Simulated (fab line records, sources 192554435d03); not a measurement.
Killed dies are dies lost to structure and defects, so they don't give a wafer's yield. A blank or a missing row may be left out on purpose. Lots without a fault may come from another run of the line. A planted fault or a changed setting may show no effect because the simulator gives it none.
Chamber matching | flow n5_finfet | N5_BEOL_M6_PECVD_70 on pecvd-02: 3 sister chambers
The step deposits SiO2 from TEOS/O2, target thk 20 nm, time 22.7 s. 3 wafers are shown with their chamber, then 10 later ones without.

WAFERS WITH THEIR CHAMBER
wafer  | chamber | showerhead_plenum_p_Torr (Torr)
L083.5 | 0       | 8.81
L089.6 | 2       | 8.69
L092.4 | 1       | 8.63

WAFERS WITHOUT THEIR CHAMBER
wafer  | showerhead_plenum_p_Torr (Torr)
L092.6 | 8.67
L094.1 | 8.79
L094.2 | 8.64
L094.5 | 8.67
L097.2 | 8.63
L097.3 | 8.79
L097.6 | 8.81
L096.2 | 8.69
L096.4 | 8.64
L096.6 | 8.82

WHICH CHAMBER EACH WENT THROUGH
wafer  | from the rows above     | in truth
L092.6 | can't be placed: 2 or 1 | 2
L094.1 | 0                       | 0
L094.2 | 1                       | 1
L094.5 | can't be placed: 2 or 1 | 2
L097.2 | 1                       | 1
L097.3 | 0                       | 0
L097.6 | 0                       | 0
L096.2 | 2                       | 2
L096.4 | 1                       | 1
L096.6 | 0                       | 0
Placed correctly: 8 of 10. Can't be placed from these rows: 2 (the true chamber is among the candidates in 2). Placed wrongly: 0.
How it was worked out, from the rows above alone: a wafer's distance from a chamber is the root of the sum, over the readings, of the square of ((its reading less the chamber's mean) divided by the reading's scatter). The wafer belongs to the nearest chamber; if the next one is less than 2 further off, it can't be placed. A chamber's mean is the mean of its shown wafers. The scatter: with one shown wafer a chamber, the root of the mean of the squares of how far each hidden wafer lies from its nearest shown one.
